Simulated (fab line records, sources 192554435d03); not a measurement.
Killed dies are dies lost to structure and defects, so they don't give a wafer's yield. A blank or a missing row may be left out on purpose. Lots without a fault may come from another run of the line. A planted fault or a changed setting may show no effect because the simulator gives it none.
Chamber matching | flow n5_finfet | N5_SDB_ALD_29 on ald_sin-01: 4 sister chambers
The step deposits SiNx, target thk 30 nm, pulse time 1 s, ald cycles 600. 18 wafers are shown with their chamber, then 9 later ones without.

WAFERS WITH THEIR CHAMBER
wafer  | chamber | heater_power_w (W) | precursor_pulse_height_rel | chamber_pressure_Torr (Torr)
L075.1 | 1       | 883                | 1.018                      | 2.002
L075.3 | 2       | 756                | 0.989                      | 1.999
L075.4 | 3       | 1002               | 1.007                      | 1.996
L076.1 | 1       | 888                | 0.974                      | 2.014
L076.4 | 2       | 726                | 1.018                      | 2.003
L076.6 | 0       | 789                | 0.995                      | 1.993
L077.2 | 2       | 721                | 0.988                      | 2.001
L077.4 | 1       | 900                | 1.013                      | 2.006
L077.6 | 0       | 804                | 1.003                      | 2.003
L080.1 | 3       | 970                | 0.998                      | 2.001
L080.3 | 1       | 847                | 1.017                      | 1.996
L080.6 | 2       | 752                | 0.994                      | 2.003
L082.1 | 2       | 728                | 0.971                      | 1.994
L082.5 | 1       | 837                | 0.994                      | 1.999
L082.6 | 0       | 751                | 0.964                      | 2.000
L085.1 | 2       | 752                | 1.011                      | 1.995
L085.3 | 3       | 986                | 1.041                      | 1.999
L085.5 | 2       | 741                | 0.997                      | 1.995

SIGNATURES (means of the wafers above)
reading                    | chamber 0 | chamber 1 | chamber 2 | chamber 3 | scatter within a chamber
heater_power_w             | 781.33    | 871.00    | 739.43    | 986.00    | 21.1
precursor_pulse_height_rel | 0.98733   | 1.00320   | 0.99543   | 1.01533   | 0.0185
chamber_pressure_Torr      | 1.99867   | 2.00340   | 1.99857   | 1.99867   | 0.00502
Rule: a wafer's distance from a chamber is the root of the sum, over the readings, of the square of ((its reading less the chamber's mean) divided by the reading's scatter). The wafer belongs to the nearest chamber; if the next one is less than 2 further off, it can't be placed. The scatter: the root of (the sum of the squares of (reading less its chamber's mean) over the shown wafers, divided by (wafers less chambers)).

WAFERS WITHOUT THEIR CHAMBER
wafer  | heater_power_w (W) | precursor_pulse_height_rel | chamber_pressure_Torr (Torr)
L089.1 | 958                | 0.995                      | 2.002
L089.2 | 756                | 1.008                      | 1.995
L089.6 | 764                | 0.999                      | 1.994
L092.1 | 843                | 0.978                      | 2.003
L092.3 | 769                | 1.009                      | 1.988
L092.4 | 748                | 0.993                      | 2.000
L096.1 | 987                | 1.024                      | 2.004
L096.5 | 960                | 1.016                      | 1.999
L096.6 | 743                | 0.985                      | 2.000

WHICH CHAMBER EACH WENT THROUGH
wafer  | from the rows above     | in truth
L089.1 | 3                       | 3
L089.2 | can't be placed: 2 or 0 | 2
L089.6 | can't be placed: 0 or 2 | 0
L092.1 | can't be placed: 1 or 0 | 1
L092.3 | can't be placed: 0 or 2 | 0
L092.4 | can't be placed: 2 or 0 | 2
L096.1 | 3                       | 3
L096.5 | 3                       | 3
L096.6 | can't be placed: 2 or 0 | 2
Placed correctly: 3 of 9. Can't be placed from these rows: 6 (the true chamber is among the candidates in 6). Placed wrongly: 0.
